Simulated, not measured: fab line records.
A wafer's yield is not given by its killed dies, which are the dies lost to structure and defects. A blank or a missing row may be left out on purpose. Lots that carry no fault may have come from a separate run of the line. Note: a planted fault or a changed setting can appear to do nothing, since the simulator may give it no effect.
Chamber matching -- flow nandHarc -- rieDiel-08 running NHARC_A_ZERO_WELL_ETCH_19: 4 sister chambers
The step etches the open film in N2/H2, target depth 80 nm, overetch 24 nm, time 87.88 s. 8 wafers are shown with their chamber, then 11 later ones without.

## EACH WAFER AND ITS CHAMBER
wafer,chamber,showerheadPlenumPTorr (Torr),drypumpMotorCurrentA (A)
L290.5,2,2.06,6.7
L293.5,1,1.99,5.1
L294.4,3,2.10,5.6
L294.6,2,2.06,6.7
L295.3,1,1.99,5.1
L295.5,0,2.18,5.8
L295.6,3,2.10,5.5
L301.1,0,2.17,5.8

## WAFERS WITHOUT THEIR CHAMBER
wafer,showerheadPlenumPTorr (Torr),drypumpMotorCurrentA (A)
L301.4,2.06,6.7
L301.5,1.99,5.1
L302.1,2.17,5.8
L302.3,1.99,5.1
L302.5,1.99,5.1
L304.2,1.99,5.1
L304.4,2.06,6.7
L304.5,2.06,6.7
L305.3,2.06,6.6
L305.5,2.06,6.6
L305.6,1.99,5.1

## THE CHAMBER EACH PASSED THROUGH
wafer,from the rows above,in truth
L301.4,2,2
L301.5,1,1
L302.1,0,0
L302.3,1,1
L302.5,1,1
L304.2,1,1
L304.4,2,2
L304.5,2,2
L305.3,2,2
L305.5,2,2
L305.6,1,1
Placed correctly: 11 of 11. From these rows, 0 cannot be placed. 0 placed wrongly.
How it was worked out, from the rows above alone: a wafer's distance from a chamber is the root of the sum, over the readings, of the square of ((its reading less the chamber's mean) divided by the reading's scatter). If the next closest chamber is less than 2 further off than the closest, the wafer can't be placed; otherwise it belongs to the closest. The mean given for a chamber averages the wafers shown for that chamber. The scatter: the root of (the sum of the squares of (reading less its chamber's mean) over the shown wafers, divided by (wafers less chambers)).
